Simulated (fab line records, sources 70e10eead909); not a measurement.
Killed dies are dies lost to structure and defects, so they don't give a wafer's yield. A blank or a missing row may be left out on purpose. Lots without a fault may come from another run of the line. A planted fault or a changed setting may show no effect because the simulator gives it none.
fab line records | flow nand_harc
record lots=22 wafers=66 last_day=33
route steps=1302 shown P_STI@109 P_GATE@185 P_CONTACT@242 P_M0@266
lots that met no fault: from a run of the same line without faults
start_h: hours from the record's first day to the start of the lot's first wafer shown | wait_h: hours since the lot's step before | " the same as in the row above | L1.1+2: a row that stands for several wafers | - no value, or no start given | * or withheld: withheld | < > ~ a bound
route shown NAME@n: a module of which the file shows steps, and the number in the route of the first | usual: mean/standard deviation of fault-free wafers | same: alike in all rows | chamber/n: place in a boat | sites: the reading at each site | _std_site: their standard deviation | _edge_site: outer sites' mean less inner sites' | radius_mm: how far each site lies from the wafer's centre | mask NAME#n: copy n | behind: the tool/chamber that last shaped the wafer | hold: why the lot was held/for how many hours/how that ended | device: the transistor (n, p or np) that didn't switch | end of line: the same wafers' tests at the end of the route | a step without rows: its recipe alone | killed: dies lost to structure and defects at the first sort, not the wafer's yield | map: a wafer's dies, x killed, . not, _ none there
set.NAME: the setting as run; set.NAME@STEP: as run at that earlier step | model.NAME: the simulator's own value behind a step, which no gauge read
steps of the route over a sample of lots; a table a step, a row a wafer
services: from which hour (start_h, from the record's first day; less than 0 if before it) a tool's chamber was out of use, for how many hours, and why
## steps
# step NHARC_P_STI_INSPECT_25
# usual raw_defect_count=209/86
# columns lot.wafer tool chamber start_h wait_h raw_defect_count
L074.1 defect_inspect-01 - 71.49 0.4 155
L074.3 " - " " 181
L074.4 " - " " 179
L075.3 defect_inspect-01 - 86.38 0.4 229
L075.4 " - " " 214
L075.6 " - " " 220
L076.1 defect_inspect-02 - 98.27 0.4 202
L076.2 " - " " 233
L076.3 " - " " 174
L077.1 defect_inspect-01 - 98.27 0.4 171
L077.2 " - " " 144
L077.5 " - " " 159
L079.2 defect_inspect-02 - 121.06 0.4 448
L079.3 " - " " 422
L079.5 " - " " 275
L080.1 defect_inspect-02 - 134.88 0.4 311
L080.3 " - " " 256
L080.6 " - " " 210
L081.1 defect_inspect-02 - 140.93 0.4 143
L081.3 " - " " 150
L081.5 " - " " 137
L082.1 defect_inspect-02 - 156.49 0.4 229
L082.4 " - " " 429
L082.5 " - " " 258
L083.2 defect_inspect-02 - 161.46 0.4 157
L083.4 " - " " 249
L083.5 " - " " 288
L084.1 defect_inspect-02 - 176.36 0.4 283
L084.3 " - " " 159
L084.4 " - " " 376
L085.2 defect_inspect-02 - 182.58 0.4 183
L085.3 " - " " 216
L085.4 " - " " 337
L088.1 defect_inspect-01 - 219.14 0.4 155
L088.3 " - " " 152
L088.5 " - " " 147
L086.1 defect_inspect-02 - 219.14 0.4 132
L086.4 " - " " 102
L086.5 " - " " 167
L087.1 defect_inspect-01 - 219.14 0.4 146
L087.2 " - " " 263
L087.3 " - " " 358
L089.2 defect_inspect-01 - 219.16 0.4 144
L089.5 " - " " 390
L089.6 " - " " 190
L090.1 defect_inspect-01 - 238.49 0.4 265
L090.4 " - " " 167
L090.5 " - " " 217
L091.2 defect_inspect-02 - 245.73 0.4 161
L091.5 " - " " 203
L091.6 " - " " 124
L092.3 defect_inspect-02 - 255.74 0.4 220
L092.5 " - " " 117
L092.6 " - " " 166
L094.1 defect_inspect-01 - 279.44 0.4 183
L094.2 " - " " 93
L094.3 " - " " 129
L096.2 defect_inspect-02 - 288.25 0.4 274
L096.4 " - " " 137
L096.5 " - " " 224
L095.2 defect_inspect-01 - 288.25 0.4 190
L095.4 " - " " 173
L095.5 " - " " 207
L097.1 defect_inspect-02 - 301.40 0.4 148
L097.5 " - " " 84
L097.6 " - " " 231
# step NHARC_P_GATE_CD_MEAS_59
# recipe target_cd_nm=720 landing_energy_ev=500
# usual cd_nm=720.2/1.5
# columns lot.wafer tool chamber start_h wait_h cd_nm
L074.1 cd_sem-03 0 107.54 - 723.6
L074.3 " 0 " " 722.9
L074.4 " 0 " " 723.1
L075.3 cd_sem-02 0 122.20 - 718.6
L075.4 " 0 " " 719.0
L075.6 " 0 " " 720.9
L077.1 cd_sem-02 0 137.02 - 716.4
L077.2 " 0 " " 719.3
L077.5 " 0 " " 718.8
L076.1 cd_sem-03 0 137.76 - 721.5
L076.2 " 0 " " 722.1
L076.3 " 0 " " 721.2
L079.2 cd_sem-02 0 163.53 - 719.4
L079.3 " 0 " " 719.8
L079.5 " 0 " " 719.2
L080.1 cd_sem-03 0 173.27 - 720.6
L080.3 " 0 " " 720.3
L080.6 " 0 " " 719.6
L081.1 cd_sem-03 0 179.72 - 721.9
L081.3 " 0 " " 721.9
L081.5 " 0 " " 722.5
L083.2 cd_sem-01 0 197.33 - 719.9
L083.4 " 0 " " 721.6
L083.5 " 0 " " 718.7
L082.1 cd_sem-02 0 198.26 - 721.3
L082.4 " 0 " " 720.0
L082.5 " 0 " " 719.8
L084.1 cd_sem-02 0 219.23 - 719.6
L084.3 " 0 " " 719.5
L084.4 " 0 " " 718.9
L085.2 cd_sem-01 0 223.10 - 721.6
L085.3 " 0 " " 722.9
L085.4 " 0 " " 720.7
L086.1 cd_sem-03 0 255.19 - 720.2
L086.4 " 0 " " 721.9
L086.5 " 0 " " 720.8
L089.2 cd_sem-03 0 256.08 - 721.5
L089.5 " 0 " " 721.3
L089.6 " 0 " " 720.8
L088.1 cd_sem-02 0 256.61 - 722.8
L088.3 " 0 " " 721.3
L088.5 " 0 " " 721.2
L087.1 cd_sem-03 0 261.69 - 719.5
L087.2 " 0 " " 719.4
L087.3 " 0 " " 718.1
L090.1 cd_sem-01 0 281.35 - 719.1
L090.4 " 0 " " 718.8
L090.5 " 0 " " 720.2
L091.2 cd_sem-03 0 283.21 - 720.0
L091.5 " 0 " " 720.2
L091.6 " 0 " " 719.3
L092.3 cd_sem-03 0 296.51 - 720.2
L092.5 " 0 " " 721.4
L092.6 " 0 " " 722.2
L094.1 cd_sem-01 0 319.40 - 721.2
L094.2 " 0 " " 719.6
L094.3 " 0 " " 720.9
L096.2 cd_sem-02 0 327.36 - 719.7
L096.4 " 0 " " 719.4
L096.5 " 0 " " 721.5
L095.2 cd_sem-03 0 328.00 - 717.8
L095.4 " 0 " " 717.6
L095.5 " 0 " " 719.1
L097.1 cd_sem-03 0 337.86 - 719.5
L097.5 " 0 " " 720.6
L097.6 " 0 " " 719.0
# step NHARC_P_GATE_RTA_80
# recipe temp_c=300 time_s=30
# usual anneal_temp_c_max=302.1/0.4 lamp_power_pct=2.000/0.028 lamp_zone_5_pct=2.000/0.027 wafer_temp_C_max=301.7/0.55
# columns lot.wafer tool chamber start_h wait_h anneal_temp_c_max lamp_power_pct lamp_zone_5_pct wafer_temp_C_max
L074.1 rtp_anneal-02 0 111.69 - 301.9 1.966 1.965 301.4
L074.3 " 0 " " 301.7 1.970 1.966 301.0
L074.4 " 0 " " 301.8 1.966 1.965 301.2
L075.3 rtp_anneal-02 0 126.25 - 302.5 1.975 1.979 301.4
L075.4 " 0 " " 302.5 1.974 1.973 300.7
L075.6 " 0 " " 302.6 1.974 1.975 300.9
L077.1 rtp_anneal-02 0 141.02 - 301.3 1.967 1.968 301.5
L077.2 " 0 " " 302.2 1.968 1.967 301.4
L077.5 " 0 " " 302.5 1.966 1.969 301.2
L076.1 rtp_anneal-01 0 141.89 - 302.0 2.025 2.025 302.7
L076.2 " 0 " " 302.3 2.024 2.023 302.2
L076.3 " 0 " " 301.8 2.024 2.025 301.7
L079.2 rtp_anneal-01 0 168.12 - 301.6 2.024 2.023 302.0
L079.3 " 0 " " 302.1 2.025 2.023 302.6
L079.5 " 0 " " 301.8 2.022 2.024 301.9
L080.1 rtp_anneal-01 0 177.53 - 301.8 2.025 2.024 301.9
L080.3 " 0 " " 301.6 2.023 2.024 302.1
L080.6 " 0 " " 301.9 2.024 2.023 301.9
L081.1 rtp_anneal-02 0 183.90 - 302.5 1.966 1.969 301.1
L081.3 " 0 " " 302.7 1.966 1.968 301.0
L081.5 " 0 " " 302.6 1.968 1.970 301.1
L083.2 rtp_anneal-02 0 201.34 - 302.6 1.971 1.972 301.3
L083.4 " 0 " " 302.2 1.970 1.971 301.4
L083.5 " 0 " " 302.0 1.972 1.972 301.4
L082.1 rtp_anneal-01 0 202.40 - 301.8 2.030 2.025 302.2
L082.4 " 0 " " 301.8 2.028 2.028 301.5
L082.5 " 0 " " 301.9 2.025 2.027 301.8
L084.1 rtp_anneal-01 0 223.22 - 301.8 2.027 2.025 301.8
L084.3 " 0 " " 302.3 2.027 2.028 301.8
L084.4 " 0 " " 301.8 2.026 2.029 302.0
L085.2 rtp_anneal-02 0 227.45 - 302.9 1.971 1.973 301.2
L085.3 " 0 " " 302.4 1.971 1.970 301.2
L085.4 " 0 " " 302.5 1.971 1.970 301.3
L086.1 rtp_anneal-01 0 259.68 - 302.1 2.024 2.023 302.9
L086.4 " 0 " " 301.9 2.022 2.025 302.0
L086.5 " 0 " " 301.9 2.023 2.023 301.8
L089.2 rtp_anneal-01 0 260.39 - 302.4 2.027 2.029 301.4
L089.5 " 0 " " 301.9 2.028 2.027 302.0
L089.6 " 0 " " 302.1 2.029 2.029 301.9
L088.1 rtp_anneal-01 0 260.86 - 302.1 2.032 2.027 302.6
L088.3 " 0 " " 302.3 2.029 2.031 302.3
L088.5 " 0 " " 302.0 2.029 2.030 302.7
L087.1 rtp_anneal-02 0 265.84 - 303.2 1.969 1.969 301.2
L087.2 " 0 " " 302.4 1.966 1.968 301.2
L087.3 " 0 " " 301.9 1.968 1.965 301.5
L090.1 rtp_anneal-01 0 285.39 - 301.8 2.024 2.022 302.3
L090.4 " 0 " " 302.0 2.025 2.022 302.5
L090.5 " 0 " " 301.5 2.024 2.025 301.7
L091.2 rtp_anneal-01 0 287.41 - 301.8 2.022 2.024 301.4
L091.5 " 0 " " 302.7 2.025 2.023 301.3
L091.6 " 0 " " 301.6 2.024 2.025 301.9
L092.3 rtp_anneal-02 0 300.62 - 302.7 1.972 1.973 301.2
L092.5 " 0 " " 303.0 1.970 1.973 301.5
L092.6 " 0 " " 303.0 1.971 1.970 300.5
L094.1 rtp_anneal-01 0 323.52 - 301.7 2.024 2.025 302.0
L094.2 " 0 " " 302.0 2.025 2.024 302.1
L094.3 " 0 " " 301.6 2.025 2.024 301.8
L096.2 rtp_anneal-02 0 331.40 - 302.6 1.976 1.974 300.9
L096.4 " 0 " " 302.2 1.972 1.976 301.3
L096.5 " 0 " " 302.2 1.973 1.974 301.2
L095.2 rtp_anneal-02 0 332.15 - 302.3 1.965 1.966 301.0
L095.4 " 0 " " 301.8 1.967 1.966 300.4
L095.5 " 0 " " 302.0 1.965 1.968 301.0
L097.1 rtp_anneal-01 0 343.60 - 302.0 2.021 2.024 302.3
L097.5 " 0 " " 301.9 2.024 2.024 302.1
L097.6 " 0 " " 302.0 2.020 2.024 302.0
# step NHARC_P_CONTACT_STRIP_28
# recipe o2_flow_sccm=500 ar_flow_sccm=0 bias_w=0 chemistry=O2
# usual chamber_pressure_mTorr=60.00/0.056 drypump_motor_current_A=5.7/0.43 oes_product_au=0.999/0.0071 rf_vpp_V=57.8/0.96 showerhead_plenum_p_Torr=3.53/0.14 throttle_valve_pct=17.038/0.0091
# columns lot.wafer tool chamber start_h wait_h chamber_pressure_mTorr drypump_motor_current_A oes_product_au rf_hours_counter_h rf_vpp_V showerhead_plenum_p_Torr throttle_valve_pct
L074.3 rie_diel-06 1 115.16 0.1 60.02 5.8 1.002 5.6 59.2 3.32 17.049
L074.1 " 2 " " 59.98 5.4 0.998 4.7 58.8 3.67 17.025
L074.4 " 3 " " 59.92 5.6 0.998 5.5 59.3 3.54 17.031
L075.4 rie_diel-11 1 130.03 0.1 59.98 5.4 0.998 2.0 58.1 3.35 17.036
L075.3 " 0 " " 60.03 6.6 1.004 0.4 58.9 3.47 17.031
L075.6 " 2 " " 60.01 6.3 0.996 - 57.0 3.65 17.043
L077.1 rie_diel-10 1 144.41 0.1 59.91 5.4 0.994 4.0 59.7 3.65 17.027
L077.2 " 2 " " 59.99 5.6 0.996 5.7 57.9 3.36 17.044
L077.5 " 2 " " 60.06 5.6 0.988 - 56.8 3.36 17.035
L076.2 rie_diel-11 0 145.30 0.1 60.06 6.6 1.000 0.8 58.4 3.47 17.048
L076.1 " 1 " " 60.14 5.4 0.998 2.6 57.0 3.35 17.025
L076.3 " 2 " " 60.00 6.3 1.007 2.7 58.5 3.65 17.034
L079.2 rie_diel-11 2 171.52 0.1 59.97 6.3 1.000 3.4 58.3 3.65 17.036
L079.3 " 0 " " 59.96 6.6 0.993 1.7 55.8 3.47 17.015
L079.5 " 1 " " 60.07 5.4 0.997 - 59.8 3.35 17.027
L080.1 rie_diel-06 3 180.85 0.1 60.00 5.6 0.992 0.8 56.2 3.53 17.030
L080.3 " 0 " " 60.04 5.4 1.001 0.9 57.5 3.41 17.046
L080.6 " 3 " " 60.01 5.6 1.005 - 58.6 3.53 17.052
L081.1 rie_diel-06 1 187.32 0.1 60.01 5.8 0.995 0.9 57.0 3.32 17.037
L081.3 " 3 " " 60.04 5.7 1.002 0.8 58.4 3.53 17.044
L081.5 " 1 " " 60.08 5.8 0.993 - 55.1 3.32 17.037
L083.2 rie_diel-11 3 204.73 0.1 59.96 4.9 1.015 4.5 58.9 3.70 17.032
L083.4 " 0 " " 60.04 6.6 1.011 2.7 58.1 3.47 17.039
L083.5 " 0 " " 59.89 6.6 1.006 - 57.2 3.47 17.037
L082.4 rie_diel-10 0 205.84 0.1 59.98 6.2 1.002 10.6 58.6 3.72 17.034
L082.1 " 1 " " 59.89 5.4 1.006 9.1 58.3 3.65 17.044
L082.5 " 3 " " 59.92 5.9 1.000 - 57.3 3.62 17.033
L084.4 rie_diel-10 1 226.64 0.1 59.97 5.4 1.005 11.1 57.1 3.65 17.038
L084.3 " 3 " " 60.08 5.9 1.012 10.8 57.3 3.61 17.041
L084.1 " 0 " " 59.99 6.2 1.009 12.4 58.3 3.72 17.038
L085.3 rie_diel-11 2 230.82 0.1 60.13 6.3 0.997 5.1 58.4 3.65 17.020
L085.4 " 0 " " 59.95 6.6 0.998 3.2 56.4 3.47 17.048
L085.2 " 1 " " 59.99 5.4 0.987 4.9 58.1 3.35 17.048
L086.4 rie_diel-06 0 262.95 0.1 59.96 5.4 0.985 3.4 55.9 3.40 17.041
L086.1 " 3 " " 60.05 5.6 1.002 3.2 58.1 3.53 17.041
L086.5 " 1 " " 60.07 5.8 0.992 - 57.0 3.31 17.046
L089.2 rie_diel-10 0 263.83 0.1 60.01 6.2 1.002 1.5 58.5 3.72 17.037
L089.6 " 1 " " 60.04 5.4 0.986 - 59.7 3.64 17.040
L089.5 " 2 " " 60.04 5.6 1.000 - 56.4 3.36 17.035
L088.3 rie_diel-10 0 264.29 0.1 59.98 6.2 1.002 1.5 57.3 3.72 17.027
L088.1 " 1 " " 59.99 5.4 0.999 1.5 58.1 3.64 17.041
L088.5 " 2 " " 59.99 5.6 0.994 - 57.3 3.36 17.030
L087.3 rie_diel-10 2 269.27 0.1 60.02 5.6 1.000 1.7 57.4 3.36 17.035
L087.1 " 3 " " 60.02 5.9 1.011 1.8 58.5 3.61 17.031
L087.2 " 1 " " 60.13 5.4 0.990 1.8 57.8 3.64 17.036
L090.1 rie_diel-06 1 288.80 0.1 60.08 5.8 0.994 3.8 57.6 3.31 17.051
L090.4 " 2 " " 60.07 5.4 1.003 3.1 57.6 3.67 17.037
L090.5 " 1 " " 59.87 5.8 0.992 - 57.1 3.31 17.038
L091.2 rie_diel-11 2 290.79 0.1 59.93 6.3 0.994 0.6 58.2 3.65 17.056
L091.5 " 1 " " 60.02 5.4 0.991 - 56.7 3.35 17.054
L091.6 " 2 " " 59.91 6.4 1.003 - 57.2 3.65 17.041
L092.3 rie_diel-10 3 304.08 0.1 59.92 5.9 1.009 2.6 57.1 3.61 17.037
L092.6 " 0 " " 59.97 6.2 1.002 - 57.8 3.71 17.035
L092.5 " 1 " " 59.89 5.4 0.991 - 57.7 3.64 17.030
L094.2 rie_diel-10 1 326.92 0.1 60.00 5.5 0.991 4.8 58.3 3.64 17.039
L094.3 " 2 " " 60.05 5.6 0.993 4.3 57.1 3.36 17.026
L094.1 " 3 " " 59.96 5.9 1.005 4.1 59.4 3.61 17.038
L096.4 rie_diel-06 2 334.78 0.1 59.99 5.4 0.998 0.7 58.1 3.66 17.048
L096.2 " 0 " " 59.99 5.4 0.996 0.7 56.3 3.40 17.058
L096.5 " 2 " " 59.97 5.4 1.009 - 59.2 3.67 17.032
L095.4 rie_diel-10 3 335.40 0.1 60.04 5.9 1.012 4.6 58.4 3.61 17.030
L095.2 " 1 " " 60.04 5.4 0.988 5.6 55.6 3.64 17.041
L095.5 " 2 " " 59.90 5.6 1.006 - 55.9 3.36 17.033
L097.1 rie_diel-06 0 347.04 0.1 60.05 5.4 0.993 0.8 57.8 3.40 17.044
L097.6 " 1 " " 60.09 5.8 0.990 - 56.5 3.31 17.025
L097.5 " 2 " " 59.99 5.4 0.977 - 58.6 3.66 17.047
# step NHARC_P_M0_DESCUM_14
# recipe time_s=3 o2_flow_sccm=200 ar_flow_sccm=0 bias_power_w=0 chemistry=O2
# usual chamber_pressure_mTorr=60.00/0.059 drypump_motor_current_A=5.8/0.42 oes_product_au=1.001/0.0076 rf_vpp_V=57.8/0.93 showerhead_plenum_p_Torr=1.90/0.058 throttle_valve_pct=11.311/0.0084
# columns lot.wafer tool chamber start_h wait_h chamber_pressure_mTorr drypump_motor_current_A oes_product_au rf_hours_counter_h rf_vpp_V showerhead_plenum_p_Torr throttle_valve_pct
L074.4 rie_diel-12 3 118.37 0.1 59.96 5.8 0.997 5 57.5 1.80 11.308
L074.3 " 0 " " 59.96 5.8 0.991 4 56.6 1.96 11.318
L074.1 " 1 " " 59.96 6.2 0.990 3 59.5 1.94 11.308
L075.3 rie_diel-12 2 133.26 0.1 59.97 5.2 1.004 7 57.6 1.91 11.299
L075.4 " 3 " " 59.98 5.8 0.993 7 58.4 1.80 11.327
L075.6 " 1 " " 59.93 6.2 0.987 - 58.6 1.94 11.296
L077.2 rie_diel-07 3 147.63 0.1 60.05 5.3 1.006 8 58.0 1.98 11.309
L077.1 " 1 " " 59.99 5.7 1.003 6 58.6 1.94 11.309
L077.5 " 3 " " 59.94 5.3 1.006 - 58.4 1.98 11.301
L076.1 rie_diel-04 0 148.91 0.1 60.07 5.5 1.003 53 58.2 1.89 11.309
L076.2 " 2 " " 59.99 5.3 0.997 43 58.3 1.86 11.312
L076.3 " 3 " " 60.06 6.2 1.002 43 57.5 1.82 11.321
L079.3 rie_diel-04 0 174.72 0.1 60.01 5.5 0.993 62 56.1 1.89 11.310
L079.2 " 2 " " 59.95 5.3 0.986 52 57.5 1.85 11.301
L079.5 " 0 " " 60.06 5.5 1.003 - 57.5 1.89 11.305
L080.3 rie_diel-12 0 184.07 0.1 60.09 5.8 0.998 16 56.8 1.96 11.321
L080.1 " 2 " " 59.87 5.2 1.002 18 57.3 1.91 11.306
L080.6 " 1 " " 60.01 6.2 0.996 - 57.3 1.94 11.319
L081.3 rie_diel-07 3 190.60 0.1 60.07 5.3 1.002 26 58.3 1.97 11.320
L081.1 " 1 " " 59.85 5.7 1.001 19 58.4 1.94 11.312
L081.5 " 3 " " 59.98 5.3 1.001 - 57.7 1.97 11.316
L083.4 rie_diel-12 3 208.36 0.1 60.03 5.8 1.006 20 58.7 1.80 11.302
L083.2 " 1 " " 60.06 6.3 0.999 21 56.7 1.94 11.317
L083.5 " 0 " " 59.97 5.8 1.000 - 58.3 1.96 11.301
L082.1 rie_diel-04 0 209.08 0.1 60.00 5.5 1.000 7 58.8 1.88 11.325
L082.4 " 1 " " 59.96 5.7 1.000 9 58.7 1.93 11.308
L082.5 " 3 " " 60.09 6.2 0.994 - 58.6 1.82 11.325
L084.1 rie_diel-12 2 229.79 0.1 60.04 5.2 0.998 24 56.2 1.91 11.305
L084.4 " 3 " " 59.96 5.8 1.010 23 57.5 1.80 11.326
L084.3 " 0 " " 59.99 5.8 0.996 23 55.4 1.96 11.311
L085.4 rie_diel-12 2 234.07 0.1 60.02 5.2 1.001 24 58.2 1.91 11.307
L085.3 " 3 " " 60.03 5.8 1.006 24 57.3 1.79 11.304
L085.2 " 1 " " 60.04 6.3 0.993 24 58.0 1.94 11.314
L086.4 rie_diel-07 3 266.06 0.1 59.94 5.4 1.013 47 59.2 1.97 11.303
L086.1 " 0 " " 59.93 6.3 1.005 44 57.6 1.88 11.305
L086.5 " 3 " " 60.02 5.4 1.003 - 59.1 1.97 11.299
L089.2 rie_diel-12 1 267.02 0.1 59.94 6.2 0.999 29 57.4 1.93 11.319
L089.6 " 1 " " 59.92 6.2 0.996 - 56.4 1.93 11.314
L089.5 " 2 " " 60.16 5.2 1.002 - 59.7 1.91 11.307
L088.1 rie_diel-04 0 268.02 0.1 60.01 5.5 0.998 26 58.7 1.88 11.310
L088.3 " 3 " " 60.04 6.2 0.999 25 57.1 1.81 11.313
L088.5 " 1 " " 60.04 5.7 1.010 - 60.0 1.92 11.319
L087.3 rie_diel-07 2 274.84 1.2 60.01 6.7 1.014 44 57.5 1.96 11.310
L087.1 " 0 " " 60.04 6.2 1.001 47 57.8 1.88 11.307
L087.2 " 1 " " 60.03 5.7 1.001 45 57.6 1.93 11.314
L090.4 rie_diel-07 1 292.04 0.1 59.94 5.7 0.998 52 58.1 1.93 11.322
L090.1 " 2 " " 59.98 6.7 1.017 51 56.7 1.96 11.317
L090.5 " 2 " " 60.00 6.7 0.994 - 57.2 1.96 11.310
L091.2 rie_diel-04 3 294.15 0.1 59.86 6.2 0.991 31 56.8 1.81 11.305
L091.5 " 3 " " 59.93 6.2 0.989 - 57.7 1.81 11.300
L091.6 " 0 " " 60.05 5.5 1.002 - 56.6 1.87 11.305
L092.3 rie_diel-12 1 307.28 0.1 59.98 6.2 1.005 5 58.3 1.93 11.297
L092.5 " 2 " " 59.98 5.2 0.999 - 58.5 1.90 11.312
L092.6 " 3 " " 60.01 5.8 1.012 - 56.7 1.79 11.303
L094.1 rie_diel-12 0 330.22 0.1 60.08 5.8 1.010 10 57.0 1.95 11.307
L094.2 " 1 " " 59.94 6.3 1.001 10 59.2 1.93 11.302
L094.3 " 2 " " 60.05 5.2 0.997 12 58.5 1.90 11.313
L096.2 rie_diel-12 0 337.87 0.1 59.93 5.8 0.987 12 57.3 1.95 11.314
L096.4 " 1 " " 60.00 6.2 1.002 12 59.5 1.93 11.327
L096.5 " 2 " " 59.95 5.2 0.984 - 57.8 1.90 11.313
L095.2 rie_diel-12 1 338.48 0.1 59.89 6.3 0.999 12 58.8 1.93 11.324
L095.4 " 2 " " 60.03 5.2 0.993 14 57.9 1.90 11.304
L095.5 " 0 " " 60.04 5.8 1.001 - 58.8 1.95 11.298
L097.1 rie_diel-12 3 350.29 0.1 60.07 5.8 1.011 14 58.9 1.79 11.298
L097.5 " 0 " " 60.07 5.8 0.994 - 57.1 1.95 11.306
L097.6 " 1 " " 60.05 6.3 1.007 - 57.8 1.93 11.300
# step NHARC_P_M0_ETCH_34
# recipe target_depth_a=400 overetch_a=120 time_s=43.94 ion_energy_ev=200 n2_flow_sccm=150 h2_flow_sccm=150 ar_flow_sccm=0 rf_w=400 bias_w=150 chemistry=N2/H2
# usual chamber_pressure_mTorr=30.000/0.026 drypump_motor_current_A=5.8/0.43 oes_product_au=1.000/0.0074 rf_vpp_V=430.2/2 showerhead_plenum_p_Torr=2.03/0.063 throttle_valve_pct=14.172/0.0084
# columns lot.wafer tool chamber start_h wait_h chamber_pressure_mTorr drypump_motor_current_A oes_product_au rf_hours_counter_h rf_vpp_V showerhead_plenum_p_Torr throttle_valve_pct
L074.3 rie_diel-12 0 118.46 0.1 29.977 5.8 0.983 4 430.9 2.09 14.166
L074.1 " 1 " " 30.026 6.3 0.996 3 432.8 2.07 14.175
L074.4 " 2 " " 30.031 5.2 0.994 4 431.1 2.04 14.181
L075.4 rie_diel-12 2 133.33 0.1 30.019 5.2 1.001 7 430.9 2.04 14.174
L075.3 " 0 " " 29.967 5.8 0.992 6 431.1 2.09 14.165
L075.6 " 1 " " 30.011 6.3 0.991 - 432.6 2.07 14.163
L077.2 rie_diel-07 3 147.72 0.1 30.000 5.3 1.000 8 433.4 2.11 14.178
L077.1 " 1 " " 29.999 5.7 0.994 6 430.7 2.07 14.166
L077.5 " 0 " " 30.012 6.2 1.000 - 431.0 2.01 14.157
L076.3 rie_diel-04 0 148.99 0.1 29.930 5.5 1.004 53 429.3 2.01 14.180
L076.1 " 1 " " 29.992 5.7 0.995 53 430.7 2.06 14.179
L076.2 " 3 " " 29.969 6.2 0.985 43 427.9 1.94 14.149
L079.3 rie_diel-04 3 174.81 0.1 29.983 6.2 1.000 50 429.6 1.94 14.162
L079.2 " 2 " " 29.991 5.3 0.995 52 427.6 1.97 14.164
L079.5 " 3 " " 30.015 6.2 1.000 - 427.7 1.94 14.164
L080.3 rie_diel-12 1 184.17 0.1 30.014 6.3 0.981 17 431.8 2.07 14.183
L080.1 " 2 " " 30.031 5.2 0.988 18 430.9 2.03 14.166
L080.6 " 0 " " 29.923 5.8 0.993 - 431.4 2.09 14.164
L081.3 rie_diel-07 3 190.71 0.1 30.031 5.4 1.009 26 432.2 2.10 14.170
L081.1 " 1 " " 29.999 5.7 0.997 19 431.9 2.07 14.176
L081.5 " 2 " " 30.019 6.7 1.005 - 431.2 2.10 14.185
L083.4 rie_diel-12 1 208.45 0.1 29.973 6.3 1.000 21 431.4 2.06 14.164
L083.2 " 2 " " 30.048 5.2 0.991 21 431.0 2.03 14.161
L083.5 " 3 " " 29.994 5.8 1.001 - 427.2 1.91 14.173
L082.4 rie_diel-04 3 209.16 0.1 29.974 6.2 1.003 6 427.3 1.93 14.172
L082.1 " 1 " " 29.987 5.7 1.005 9 430.5 2.06 14.185
L082.5 " 3 " " 29.995 6.2 0.992 - 427.9 1.93 14.180
L084.1 rie_diel-12 1 229.87 0.1 29.987 6.3 0.997 23 431.5 2.06 14.160
L084.3 " 2 " " 29.964 5.2 1.003 24 429.9 2.03 14.193
L084.4 " 3 " " 29.995 5.8 1.018 23 427.4 1.91 14.182
L085.4 rie_diel-12 1 234.16 0.1 29.997 6.2 0.993 24 430.3 2.06 14.177
L085.3 " 3 " " 30.000 5.8 1.012 24 426.1 1.91 14.175
L085.2 " 0 " " 30.013 5.8 1.009 24 433.8 2.09 14.160
L086.1 rie_diel-07 0 266.15 0.1 29.993 6.3 1.010 44 429.1 2.00 14.158
L086.4 " 1 " " 29.987 5.7 0.999 43 430.8 2.06 14.167
L086.5 " 3 " " 30.012 5.3 0.994 - 431.4 2.10 14.176
L089.2 rie_diel-12 3 267.12 0.1 30.023 5.8 1.013 30 427.7 1.91 14.166
L089.5 " 0 " " 29.993 5.8 0.993 - 432.5 2.08 14.177
L089.6 " 1 " " 30.011 6.2 0.997 - 429.6 2.06 14.170
L088.3 rie_diel-04 1 268.15 0.1 29.987 5.7 0.993 30 432.5 2.05 14.172
L088.1 " 3 " " 29.994 6.2 0.988 25 427.4 1.93 14.176
L088.5 " 0 " " 29.976 5.5 0.996 - 429.1 2.00 14.164
L087.3 rie_diel-07 1 274.93 0.1 30.045 5.7 1.010 45 431.3 2.06 14.157
L087.2 " 3 " " 29.977 5.4 1.009 51 432.9 2.09 14.168
L087.1 " 0 " " 29.986 6.3 1.001 47 429.6 2.00 14.179
L090.1 rie_diel-07 2 292.13 0.1 29.994 6.7 1.008 51 433.1 2.09 14.171
L090.4 " 3 " " 29.995 5.4 1.008 59 431.0 2.09 14.176
L090.5 " 1 " " 29.993 5.7 1.003 - 430.2 2.06 14.151
L091.2 rie_diel-04 3 294.28 0.1 30.008 6.2 0.998 31 427.4 1.93 14.186
L091.6 " 3 " " 29.977 6.2 0.997 - 427.2 1.93 14.158
L091.5 " 0 " " 30.003 5.5 0.996 - 429.1 2.00 14.170
L092.3 rie_diel-12 3 307.35 0.1 29.983 5.8 0.997 7 426.0 1.91 14.177
L092.6 " 1 " " 30.032 6.3 0.997 - 430.1 2.06 14.181
L092.5 " 2 " " 29.991 5.2 0.984 - 429.7 2.03 14.169
L094.3 rie_diel-12 0 330.29 0.1 29.995 5.8 1.001 10 431.6 2.08 14.169
L094.2 " 2 " " 29.992 5.2 0.988 12 429.0 2.03 14.169
L094.1 " 3 " " 29.974 5.8 1.008 10 426.4 1.90 14.168
L096.2 rie_diel-12 1 337.94 0.1 30.008 6.2 1.017 12 432.4 2.06 14.168
L096.4 " 0 " " 30.043 5.8 0.994 12 432.2 2.08 14.172
L096.5 " 1 " " 30.049 6.2 1.008 - 431.6 2.06 14.168
L095.2 rie_diel-12 2 338.55 0.1 29.980 5.2 1.002 14 429.2 2.03 14.164
L095.4 " 0 " " 29.956 5.8 0.996 12 433.1 2.08 14.184
L095.5 " 2 " " 30.000 5.2 1.006 - 428.8 2.03 14.160
L097.1 rie_diel-12 3 350.36 0.1 29.985 5.8 1.002 14 427.4 1.90 14.170
L097.6 " 0 " " 30.051 5.8 0.996 - 431.2 2.08 14.179
L097.5 " 1 " " 29.983 6.3 0.991 - 430.8 2.06 14.178
## services
# columns tool chamber start_h hours kind
rie_diel-12 - 91.44 9.0 pm
rie_diel-07 3 97.82 2.0 repair
rie_diel-06 - 98.67 0.6 repair
rie_diel-07 - 117.47 9.0 pm
rie_diel-10 1 126.82 4.6 repair
rie_diel-10 3 128.06 3.2 repair
rie_diel-06 - 130.20 9.0 pm
rie_diel-07 2 176.40 1.7 repair
rie_diel-10 2 176.43 4.4 repair
rie_diel-04 - 180.29 9.0 pm
rie_diel-10 3 190.67 5.9 repair
rie_diel-04 0 191.39 6.0 repair
rie_diel-10 2 200.29 5.1 repair
rie_diel-07 2 207.60 7.9 repair
rie_diel-10 - 242.50 9.0 pm
rie_diel-12 2 244.61 3.3 repair
rie_diel-07 2 255.00 1.6 repair
rie_diel-12 - 268.44 9.0 pm
rie_diel-04 1 294.02 4.2 repair
rie_diel-07 - 294.47 9.0 pm
rie_diel-12 3 310.43 8.1 repair
rie_diel-07 - 316.59 0.5 repair
rtp_anneal-01 - 318.84 2.7 repair
rie_diel-10 0 325.27 2.8 repair
## key
fault none
